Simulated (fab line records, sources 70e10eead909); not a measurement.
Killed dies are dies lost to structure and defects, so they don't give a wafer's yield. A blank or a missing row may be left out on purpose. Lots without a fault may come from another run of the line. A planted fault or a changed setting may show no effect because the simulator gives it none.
fab line records | flow nand_harc
record lots=24 wafers=72 last_day=33
route steps=1302 shown P_M1@306 P_BONDPAD@364 A_ZERO_WELL@401 A_CHANNEL_HOLE_D1@470
lots that met no fault: from a run of the same line without faults
start_h: hours from the record's first day to the start of the lot's first wafer shown | wait_h: hours since the lot's step before | " the same as in the row above | L1.1+2: a row that stands for several wafers | - no value, or no start given | * or withheld: withheld | < > ~ a bound
route shown NAME@n: a module of which the file shows steps, and the number in the route of the first | usual: mean/standard deviation of fault-free wafers | same: alike in all rows | chamber/n: place in a boat | sites: the reading at each site | _std_site: their standard deviation | _edge_site: outer sites' mean less inner sites' | radius_mm: how far each site lies from the wafer's centre | mask NAME#n: copy n | behind: the tool/chamber that last shaped the wafer | hold: why the lot was held/for how many hours/how that ended | device: the transistor (n, p or np) that didn't switch | end of line: the same wafers' tests at the end of the route | a step without rows: its recipe alone | killed: dies lost to structure and defects at the first sort, not the wafer's yield | map: a wafer's dies, x killed, . not, _ none there
set.NAME: the setting as run; set.NAME@STEP: as run at that earlier step | model.NAME: the simulator's own value behind a step, which no gauge read
steps of the route over a sample of lots; a table a step, a row a wafer
services: from which hour (start_h, from the record's first day; less than 0 if before it) a tool's chamber was out of use, for how many hours, and why
## steps
# step NHARC_P_M1_PRE_CLEAN_30
# recipe time_s=30 temp_c=280 gas=H2/He
# usual heater_power_w=420/32
# columns lot.wafer tool chamber start_h wait_h heater_power_w
L074.1 pvd_sputter-03 - - - 421
L074.3 " - " " 469
L074.6 " - " " 421
L076.4 pvd_sputter-02 - - - 383
L076.2 " - " " 400
L076.3 " - " " 394
L075.3 pvd_sputter-03 - - - 428
L075.6 " - " " 395
L075.5 " - " " 415
L077.3 pvd_sputter-02 - - - 398
L077.4 " - " " 383
L077.5 " - " " 395
L078.2 pvd_sputter-03 - - - 423
L078.3 " - " " 463
L078.6 " - " " 473
L079.2 pvd_sputter-03 - - - 389
L079.1 " - " " 431
L079.6 " - " " 409
L080.4 pvd_sputter-01 - - - 465
L080.1 " - " " 409
L080.5 " - " " 465
L081.4 pvd_sputter-01 - - - 478
L081.1 " - " " 463
L081.6 " - " " 475
L082.2 pvd_sputter-01 - - - 411
L082.5 " - " " 375
L082.6 " - " " 462
L083.2 pvd_sputter-02 - - - 384
L083.4 " - " " 397
L083.6 " - " " 382
L084.4 pvd_sputter-03 - - - 460
L084.3 " - " " 394
L084.5 " - " " 456
L085.1 pvd_sputter-02 - - - 407
L085.4 " - " " 404
L085.5 " - " " 408
L086.3 pvd_sputter-01 - - - 462
L086.2 " - " " 422
L086.4 " - " " 377
L087.2 pvd_sputter-02 - - - 413
L087.4 " - " " 383
L087.3 " - " " 404
L088.3 pvd_sputter-02 - - - 395
L088.4 " - " " 406
L088.6 " - " " 388
L089.4 pvd_sputter-03 - - - 386
L089.5 " - " " 398
L089.6 " - " " 459
L091.2 pvd_sputter-01 - - - 453
L091.3 " - " " 367
L091.5 " - " " 424
L090.4 pvd_sputter-03 - - - 389
L090.1 " - " " 408
L090.6 " - " " 379
L092.3 pvd_sputter-01 - - - 455
L092.4 " - " " 415
L092.5 " - " " 470
L093.1 pvd_sputter-03 - - - 397
L093.3 " - " " 461
L093.2 " - " " 408
L094.2 pvd_sputter-03 - - - 475
L094.3 " - " " 404
L094.5 " - " " 459
L095.3 pvd_sputter-01 - - - 446
L095.5 " - " " 418
L095.6 " - " " 375
L096.2 pvd_sputter-01 - - - 454
L096.3 " - " " 419
L096.6 " - " " 458
L097.3 pvd_sputter-01 - - - 475
L097.5 " - " " 463
L097.6 " - " " 419
# step NHARC_P_BONDPAD_CD_MEAS_09
# recipe target_cd_nm=500 landing_energy_ev=500
# usual cd_nm=500.6/1.6
# columns lot.wafer tool chamber start_h wait_h cd_nm
L074.1 cd_sem-01 0 135.86 - 502.5
L074.3 " 0 " " 502.6
L074.6 " 0 " " 501.6
L076.2 cd_sem-03 0 154.51 - 499.3
L076.3 " 0 " " 501.2
L076.4 " 0 " " 501.8
L075.3 cd_sem-02 0 155.41 - 503.1
L075.5 " 0 " " 502.9
L075.6 " 0 " " 503.6
L077.3 cd_sem-02 0 167.18 - 500.9
L077.4 " 0 " " 501.7
L077.5 " 0 " " 499.1
L078.2 cd_sem-01 0 172.47 - 502.6
L078.3 " 0 " " 500.4
L078.6 " 0 " " 501.9
L079.1 cd_sem-02 0 188.68 - 500.1
L079.2 " 0 " " 501.0
L079.6 " 0 " " 500.5
L080.1 cd_sem-02 0 199.46 - 499.5
L080.4 " 0 " " 499.6
L080.5 " 0 " " 499.7
L081.1 cd_sem-02 0 204.45 - 502.4
L081.4 " 0 " " 498.6
L081.6 " 0 " " 501.9
L082.2 cd_sem-01 0 216.50 - 500.2
L082.5 " 0 " " 499.4
L082.6 " 0 " " 499.3
L083.2 cd_sem-01 0 227.30 - 501.2
L083.4 " 0 " " 501.2
L083.6 " 0 " " 498.6
L084.3 cd_sem-01 0 242.83 - 501.1
L084.4 " 0 " " 503.3
L084.5 " 0 " " 501.1
L085.1 cd_sem-03 0 243.68 - 500.1
L085.4 " 0 " " 503.0
L085.5 " 0 " " 503.7
L086.2 cd_sem-02 0 258.62 - 503.5
L086.3 " 0 " " 502.5
L086.4 " 0 " " 504.5
L087.2 cd_sem-02 0 264.84 - 500.9
L087.3 " 0 " " 503.2
L087.4 " 0 " " 498.1
L088.3 cd_sem-01 0 282.15 - 499.9
L088.4 " 0 " " 502.1
L088.6 " 0 " " 501.6
L089.4 cd_sem-01 0 283.49 - 501.1
L089.5 " 0 " " 499.0
L089.6 " 0 " " 499.8
L091.2 cd_sem-03 0 299.85 - 500.0
L091.3 " 0 " " 500.0
L091.5 " 0 " " 499.0
L090.1 cd_sem-01 0 300.54 - 498.9
L090.4 " 0 " " 497.8
L090.6 " 0 " " 499.5
L092.3 cd_sem-02 0 314.04 - 498.0
L092.4 " 0 " " 499.6
L092.5 " 0 " " 500.4
L093.1 cd_sem-03 0 322.90 - 498.8
L093.2 " 0 " " 498.4
L093.3 " 0 " " 497.3
L094.2 cd_sem-02 0 344.80 - 502.6
L094.3 " 0 " " 498.8
L094.5 " 0 " " 500.4
L095.3 cd_sem-03 0 354.93 - 500.4
L095.5 " 0 " " 498.9
L095.6 " 0 " " 500.2
L096.2 cd_sem-01 0 358.36 - 498.0
L096.3 " 0 " " 500.9
L096.6 " 0 " " 500.0
L097.3 cd_sem-01 0 365.07 - 501.3
L097.5 " 0 " " 501.3
L097.6 " 0 " " 500.6
# step NHARC_A_ZERO_WELL_CD_MEAS_10
# recipe target_cd_nm=2000 landing_energy_ev=500
# usual cd_nm=2000.1/1.5
# columns lot.wafer tool chamber start_h wait_h cd_nm
L074.1 cd_sem-03 0 140.42 - 1998.4
L074.3 " 0 " " 1999.0
L074.6 " 0 " " 1999.5
L076.2 cd_sem-01 0 158.65 - 1999.6
L076.3 " 0 " " 2000.9
L076.4 " 0 " " 1998.5
L075.3 cd_sem-02 0 159.51 - 2003.0
L075.5 " 0 " " 2001.2
L075.6 " 0 " " 2002.3
L077.3 cd_sem-03 0 171.15 - 2001.1
L077.4 " 0 " " 2001.7
L077.5 " 0 " " 2002.5
L078.2 cd_sem-01 0 176.99 - 2001.4
L078.3 " 0 " " 1999.6
L078.6 " 0 " " 2000.9
L079.1 cd_sem-03 0 192.69 - 1999.6
L079.2 " 0 " " 1998.4
L079.6 " 0 " " 1999.3
L080.1 cd_sem-02 0 203.55 - 1999.1
L080.4 " 0 " " 2000.5
L080.5 " 0 " " 2000.5
L081.1 cd_sem-01 0 208.43 - 2000.5
L081.4 " 0 " " 2001.0
L081.6 " 0 " " 2002.0
L082.2 cd_sem-01 0 220.59 - 1997.5
L082.5 " 0 " " 1996.4
L082.6 " 0 " " 1998.5
L083.2 cd_sem-03 0 231.48 - 1998.1
L083.4 " 0 " " 1999.5
L083.6 " 0 " " 1996.6
L084.3 cd_sem-03 0 247.10 - 1999.7
L084.4 " 0 " " 1999.7
L084.5 " 0 " " 1999.1
L085.1 cd_sem-03 0 248.00 - 1998.5
L085.4 " 0 " " 1997.9
L085.5 " 0 " " 1999.7
L086.2 cd_sem-02 0 262.96 - 1999.5
L086.3 " 0 " " 1997.4
L086.4 " 0 " " 2001.2
L087.2 cd_sem-02 0 268.82 - 2001.2
L087.3 " 0 " " 2001.3
L087.4 " 0 " " 2001.7
L088.3 cd_sem-03 0 286.31 - 2000.5
L088.4 " 0 " " 2000.4
L088.6 " 0 " " 1999.7
L089.4 cd_sem-03 0 287.57 - 2000.4
L089.5 " 0 " " 2001.5
L089.6 " 0 " " 1998.9
L091.2 cd_sem-03 0 303.82 - 2001.1
L091.3 " 0 " " 2001.5
L091.5 " 0 " " 2002.7
L090.1 cd_sem-01 0 304.68 - 2001.2
L090.4 " 0 " " 2000.8
L090.6 " 0 " " 2001.9
L092.3 cd_sem-02 0 320.79 - 1999.7
L092.4 " 0 " " 2002.2
L092.5 " 0 " " 2002.5
L093.1 cd_sem-03 0 326.97 - 2001.5
L093.2 " 0 " " 2000.6
L093.3 " 0 " " 2004.2
L094.2 cd_sem-01 0 348.94 - 1999.4
L094.3 " 0 " " 1996.3
L094.5 " 0 " " 1997.0
L095.3 cd_sem-02 0 359.46 - 1999.7
L095.5 " 0 " " 1999.2
L095.6 " 0 " " 1997.4
L096.2 cd_sem-01 0 362.42 - 1998.3
L096.3 " 0 " " 1999.2
L096.6 " 0 " " 1998.8
L097.3 cd_sem-03 0 369.16 - 1999.5
L097.5 " 0 " " 2000.9
L097.6 " 0 " " 2000.9
# step NHARC_A_CHANNEL_HOLE_D1_CD_MEAS_18
# usual cd_nm=100.1/1.6
# columns lot.wafer tool chamber start_h wait_h cd_nm
L074.1 cd_sem-02 - 180.06 - 99.3
L074.3 " - " " 99.7
L074.6 " - " " 99.0
L075.3 cd_sem-02 - 197.08 - 100.6
L075.5 " - " " 100.7
L075.6 " - " " 99.8
L076.2 cd_sem-02 - 198.82 - 103.4
L076.3 " - " " 100.9
L076.4 " - " " 100.9
L077.3 cd_sem-01 - 211.94 - 102.8
L077.4 " - " " 97.7
L077.5 " - " " 100.3
L078.2 cd_sem-01 - 217.71 - 100.8
L078.3 " - " " 102.3
L078.6 " - " " 100.8
L079.1 cd_sem-02 - 236.02 - 99.3
L079.2 " - " " 97.2
L079.6 " - " " 98.4
L080.1 cd_sem-01 - 247.55 - 97.8
L080.4 " - " " 98.8
L080.5 " - " " 99.9
L081.1 cd_sem-03 - 252.27 - 100.0
L081.4 " - " " 101.1
L081.6 " - " " 99.2
L082.2 cd_sem-03 - 262.08 - 100.1
L082.5 " - " " 102.6
L082.6 " - " " 101.0
L083.2 cd_sem-03 - 277.72 - 101.2
L083.4 " - " " 100.8
L083.6 " - " " 98.7
L085.1 cd_sem-02 - 290.84 - 100.3
L085.4 " - " " 102.4
L085.5 " - " " 103.5
L084.3 cd_sem-03 - 290.99 - 100.1
L084.4 " - " " 100.9
L084.5 " - " " 98.2
L086.2 cd_sem-01 - 305.55 - 98.1
L086.3 " - " " 99.7
L086.4 " - " " 101.1
L087.2 cd_sem-02 - 310.60 - 100.3
L087.3 " - " " 102.2
L087.4 " - " " 100.9
L088.3 cd_sem-01 - 331.70 - 100.1
L088.4 " - " " 99.9
L088.6 " - " " 99.1
L089.4 cd_sem-02 - 331.87 - 99.4
L089.5 " - " " 100.4
L089.6 " - " " 103.1
L091.2 cd_sem-02 - 343.96 - 98.2
L091.3 " - " " 99.2
L091.5 " - " " 98.2
L090.1 cd_sem-03 - 344.77 - 99.9
L090.4 " - " " 102.2
L090.6 " - " " 100.2
L092.3 cd_sem-02 - 363.02 - 100.6
L092.4 " - " " 102.8
L092.5 " - " " 102.2
L093.1 cd_sem-02 - 365.05 - 101.8
L093.2 " - " " 102.1
L093.3 " - " " 98.0
L094.2 cd_sem-03 - 391.93 - 100.5
L094.3 " - " " 98.5
L094.5 " - " " 99.3
L095.3 cd_sem-02 - 401.03 - 99.2
L095.5 " - " " 96.7
L095.6 " - " " 100.4
L096.2 cd_sem-03 - 402.78 - 96.9
L096.3 " - " " 98.5
L096.6 " - " " 98.0
L097.3 cd_sem-02 - 410.25 - 101.7
L097.5 " - " " 99.7
L097.6 " - " " 99.7
# step NHARC_A_CHANNEL_HOLE_D1_ETCH_19
# recipe bias_v=1200 source_w=2500 pressure_mtorr=15 time_s=34.5 ar_flow_sccm=375 c4f8_flow_sccm=28.8 o2_flow_sccm=96.2 temp_c=-20 target_depth_a=* chemistry=C4F8/O2/Ar
# usual bias_v=1202/11 drypump_motor_current_A=5.9/0.46 showerhead_plenum_p_Torr=3.73/0.11 throttle_valve_pct=37.036/0.0094
# columns lot.wafer tool chamber start_h wait_h bias_v drypump_motor_current_A rf_hours_counter_h showerhead_plenum_p_Torr throttle_valve_pct
L074.1 har_etch-01 1 183.75 3.7 1198 6.1 84 3.78 37.052
L074.3 " 0 " " 1202 6.4 - 3.78 37.035
L074.6 " 0 " " 1202 6.4 - 3.78 37.019
L075.3 har_etch-01 0 197.20 0.1 1185 6.4 - 3.77 37.038
L075.5 " 1 " " 1208 6.1 - 3.77 37.046
L075.6 " 0 " " 1209 6.4 - 3.77 37.037
L076.2 har_etch-02 0 200.02 1.2 1201 5.1 308 3.66 37.030
L076.3 " 1 " " 1209 6.1 - 3.65 37.032
L076.4 " 0 " " 1205 5.1 - 3.66 37.044
L077.4 har_etch-01 0 212.05 0.1 1195 6.4 - 3.77 37.044
L077.3 " 1 " " 1210 6.1 - 3.77 37.032
L077.5 " 1 " " 1229 6.1 - 3.77 37.019
L078.2 har_etch-01 0 217.80 0.1 1207 6.4 103 3.77 37.044
L078.3 " 0 " " 1214 6.4 - 3.77 37.032
L078.6 " 0 " " 1201 6.4 - 3.77 37.052
L079.2 har_etch-01 1 236.10 0.1 1174 6.1 111 3.76 37.038
L079.1 " 0 " " 1201 6.3 111 3.76 37.043
L079.6 " 1 " " 1180 6.1 - 3.76 37.038
L080.1 har_etch-02 0 249.46 1.9 1209 5.2 335 3.64 37.025
L080.4 " 1 " " 1179 6.1 - 3.64 37.033
L080.5 " 1 " " 1193 6.1 - 3.64 37.025
L081.1 har_etch-01 1 253.10 0.8 1197 6.1 122 3.76 37.036
L081.4 " 0 " " 1178 6.4 - 3.76 37.039
L081.6 " 1 " " 1192 6.1 - 3.76 37.022
L082.2 har_etch-02 0 262.15 0.1 1225 5.1 339 3.64 37.029
L082.6 " 0 " " 1196 5.1 - 3.64 37.049
L082.5 " 1 " " 1203 6.1 - 3.63 37.035
L083.2 har_etch-02 0 279.80 2.1 1203 5.1 350 3.63 37.020
L083.4 " 0 " " 1203 5.1 - 3.63 37.041
L083.6 " 0 " " 1202 5.1 - 3.63 37.040
L085.1 har_etch-01 1 290.91 0.1 1208 6.1 138 3.75 37.043
L085.4 " 0 " " 1192 6.4 - 3.75 37.043
L085.5 " 1 " " 1197 6.1 - 3.75 37.035
L084.4 har_etch-02 1 291.09 0.1 1227 6.1 - 3.63 37.020
L084.3 " 0 " " 1195 5.1 - 3.63 37.022
L084.5 " 0 " " 1178 5.1 - 3.63 37.035
L086.2 har_etch-01 1 305.62 0.1 1209 6.1 149 3.74 37.023
L086.4 " 1 " " 1199 6.1 - 3.74 37.036
L086.3 " 0 " " 1194 6.4 - 3.74 37.047
L087.2 har_etch-02 1 310.71 0.1 1208 6.1 - 3.62 37.049
L087.3 " 1 " " 1208 6.1 - 3.62 37.023
L087.4 " 1 " " 1205 6.1 - 3.62 37.026
L088.3 har_etch-01 0 335.41 3.7 1207 6.4 - 3.73 37.041
L088.4 " 1 " " 1183 6.1 - 3.73 37.040
L088.6 " 1 " " 1196 6.1 - 3.73 37.051
L089.4 har_etch-02 0 335.84 4.0 1181 5.1 - 3.62 37.031
L089.5 " 1 " " 1195 6.1 - 3.61 37.048
L089.6 " 0 " " 1217 5.1 - 3.62 37.034
L091.2 har_etch-02 1 346.59 2.6 1202 6.1 396 3.60 37.028
L091.3 " 1 " " 1213 6.1 - 3.60 37.029
L091.5 " 0 " " 1216 5.1 - 3.61 37.038
L090.1 har_etch-01 1 347.51 2.7 1201 6.1 180 3.72 37.040
L090.4 " 1 " " 1213 6.1 - 3.72 37.034
L090.6 " 1 " " 1211 6.1 - 3.72 37.028
L092.3 har_etch-01 1 363.13 0.1 1213 6.1 - 3.72 37.048
L092.4 " 0 " " 1190 6.4 - 3.72 37.046
L092.5 " 1 " " 1202 6.1 - 3.72 37.033
L093.1 har_etch-02 1 367.37 2.3 1212 6.1 411 3.59 37.045
L093.2 " 0 " " 1209 5.1 396 3.61 37.027
L093.3 " 0 " " 1203 5.1 - 3.61 37.034
L094.2 har_etch-02 1 394.02 2.1 1209 6.1 0 3.99 37.035
L094.3 " 1 " " 1204 6.1 - 3.99 37.031
L094.5 " 1 " " 1197 6.1 - 3.99 37.029
L095.3 har_etch-02 1 402.38 1.4 1215 6.1 - 3.98 37.035
L095.6 " 0 " " 1225 5.1 - 3.98 37.037
L095.5 " 1 " " 1207 6.1 - 3.98 37.040
L096.2 har_etch-02 0 406.49 3.7 1203 5.1 12 3.98 37.031
L096.3 " 0 " " 1203 5.1 - 3.98 37.035
L096.6 " 0 " " 1194 5.1 - 3.98 37.038
L097.3 har_etch-01 0 410.38 0.1 1170 6.3 - 3.70 37.028
L097.5 " 1 " " 1203 6.1 - 3.70 37.044
L097.6 " 0 " " 1179 6.4 - 3.70 37.032
# step NHARC_A_CHANNEL_HOLE_D1_ETCH_24
# recipe bias_v=5000 source_w=withheld pressure_mtorr=20 time_s=906.2 ar_flow_sccm=375 c4f8_flow_sccm=93.8 o2_flow_sccm=31.2 temp_c=-20 target_depth_a=15000 chemistry=C4F8/O2/Ar
# usual drypump_motor_current_A=5.9/0.46 showerhead_plenum_p_Torr=3.68/0.11 throttle_valve_pct=32.236/0.0095
# columns lot.wafer tool chamber start_h wait_h drypump_motor_current_A rf_hours_counter_h showerhead_plenum_p_Torr throttle_valve_pct
L074.1 har_etch-01 1 185.89 0.6 6.1 86 3.73 32.230
L074.3 " 0 " " 6.4 - 3.73 32.238
L074.6 " 0 " " 6.3 - 3.73 32.227
L075.3 har_etch-01 0 199.66 0.6 6.4 - 3.72 32.235
L075.5 " 1 " " 6.1 - 3.72 32.251
L075.6 " 0 " " 6.4 - 3.72 32.233
L076.2 har_etch-02 0 202.27 0.6 5.1 310 3.61 32.239
L076.3 " 1 " " 6.1 - 3.61 32.241
L076.4 " 0 " " 5.1 - 3.61 32.247
L077.4 har_etch-01 0 214.42 0.6 6.4 - 3.72 32.240
L077.3 " 1 " " 6.1 - 3.72 32.220
L077.5 " 1 " " 6.1 - 3.72 32.245
L078.2 har_etch-01 0 220.04 0.6 6.3 105 3.72 32.238
L078.3 " 0 " " 6.4 - 3.72 32.234
L078.6 " 0 " " 6.4 - 3.72 32.230
L079.2 har_etch-01 1 238.21 0.6 6.1 113 3.71 32.238
L079.1 " 0 " " 6.4 113 3.71 32.262
L079.6 " 1 " " 6.1 - 3.71 32.231
L080.1 har_etch-02 0 251.58 0.6 5.1 337 3.60 32.241
L080.4 " 1 " " 6.1 - 3.59 32.224
L080.5 " 1 " " 6.1 - 3.59 32.229
L081.1 har_etch-01 1 255.20 0.6 6.1 124 3.71 32.232
L081.4 " 0 " " 6.4 - 3.71 32.242
L081.6 " 1 " " 6.1 - 3.71 32.234
L082.2 har_etch-02 0 264.28 0.6 5.1 341 3.59 32.234
L082.6 " 0 " " 5.1 - 3.59 32.235
L082.5 " 1 " " 6.1 - 3.59 32.230
L083.2 har_etch-02 0 282.04 0.6 5.1 352 3.59 32.222
L083.4 " 0 " " 5.1 - 3.59 32.242
L083.6 " 0 " " 5.1 - 3.59 32.240
L085.1 har_etch-01 1 293.04 0.6 6.1 140 3.70 32.237
L085.4 " 0 " " 6.3 - 3.70 32.237
L085.5 " 1 " " 6.1 - 3.70 32.225
L084.4 har_etch-02 1 293.45 0.6 6.1 - 3.58 32.221
L084.3 " 0 " " 5.1 - 3.59 32.230
L084.5 " 0 " " 5.1 - 3.59 32.225
L086.2 har_etch-01 1 307.74 0.6 6.1 151 3.69 32.245
L086.4 " 1 " " 6.1 - 3.69 32.223
L086.3 " 0 " " 6.3 - 3.69 32.233
L087.2 har_etch-02 1 315.21 1.2 6.1 - 3.57 32.225
L087.3 " 1 " " 6.1 - 3.57 32.243
L087.4 " 1 " " 6.1 - 3.57 32.237
L088.3 har_etch-01 0 337.76 0.6 6.4 - 3.68 32.218
L088.4 " 1 " " 6.1 - 3.68 32.228
L088.6 " 1 " " 6.1 - 3.68 32.248
L089.4 har_etch-02 0 338.28 0.6 5.2 - 3.58 32.234
L089.5 " 1 " " 6.1 - 3.56 32.227
L089.6 " 0 " " 5.1 - 3.58 32.226
L091.2 har_etch-02 1 348.83 0.6 6.1 398 3.56 32.236
L091.3 " 1 " " 6.1 - 3.56 32.226
L091.5 " 0 " " 5.1 - 3.57 32.234
L090.1 har_etch-01 1 349.74 0.6 6.1 182 3.68 32.234
L090.4 " 1 " " 6.1 - 3.68 32.219
L090.6 " 1 " " 6.1 - 3.68 32.239
L092.3 har_etch-01 1 365.49 0.6 6.1 - 3.67 32.233
L092.4 " 0 " " 6.4 - 3.67 32.245
L092.5 " 1 " " 6.1 - 3.67 32.223
L093.1 har_etch-02 1 369.50 0.6 6.1 414 3.55 32.238
L093.2 " 0 " " 5.1 398 3.56 32.228
L093.3 " 0 " " 5.1 - 3.56 32.239
L094.2 har_etch-02 1 396.24 0.6 6.1 2 3.93 32.234
L094.3 " 1 " " 6.1 - 3.93 32.236
L094.5 " 1 " " 6.1 - 3.93 32.251
L095.3 har_etch-02 1 404.83 0.6 6.1 - 3.92 32.235
L095.6 " 0 " " 5.1 - 3.92 32.231
L095.5 " 1 " " 6.1 - 3.92 32.239
L096.2 har_etch-02 0 408.62 0.6 5.1 14 3.92 32.236
L096.3 " 0 " " 5.1 - 3.92 32.247
L096.6 " 0 " " 5.1 - 3.92 32.227
L097.3 har_etch-01 0 412.84 0.6 6.4 - 3.66 32.237
L097.5 " 1 " " 6.1 - 3.66 32.234
L097.6 " 0 " " 6.4 - 3.66 32.224
## services
# columns tool chamber start_h hours kind
pvd_sputter-02 - 111.35 10.0 pm
pvd_sputter-02 - 155.32 0.9 repair
pvd_sputter-03 - 156.91 4.6 repair
pvd_sputter-02 - 161.48 2.3 repair
pvd_sputter-03 - 170.01 10.0 pm
pvd_sputter-02 - 215.15 4.0 repair
pvd_sputter-01 - 226.00 10.0 pm
pvd_sputter-03 - 231.56 1.0 repair
pvd_sputter-02 - 289.35 10.0 pm
pvd_sputter-03 - 298.60 0.5 repair
har_etch-02 0 304.59 - consumable_replace:focus_ring
har_etch-02 0 304.59 17.0 scheduled_down
har_etch-02 0 304.59 17.0 vent_cycle
pvd_sputter-02 - 311.29 4.4 repair
pvd_sputter-03 - 345.84 1.0 repair
pvd_sputter-03 - 348.01 10.0 pm
har_etch-02 - 377.00 17.0 pm
har_etch-02 0 377.00 17.0 vent_cycle
har_etch-02 1 377.00 17.0 vent_cycle
pvd_sputter-03 - 377.86 1.6 repair
har_etch-02 0 394.00 - clean
har_etch-02 0 394.00 - consumable_replace:esc
pvd_sputter-01 - 396.92 4.0 repair
pvd_sputter-01 - 404.00 10.0 pm
## key
fault none
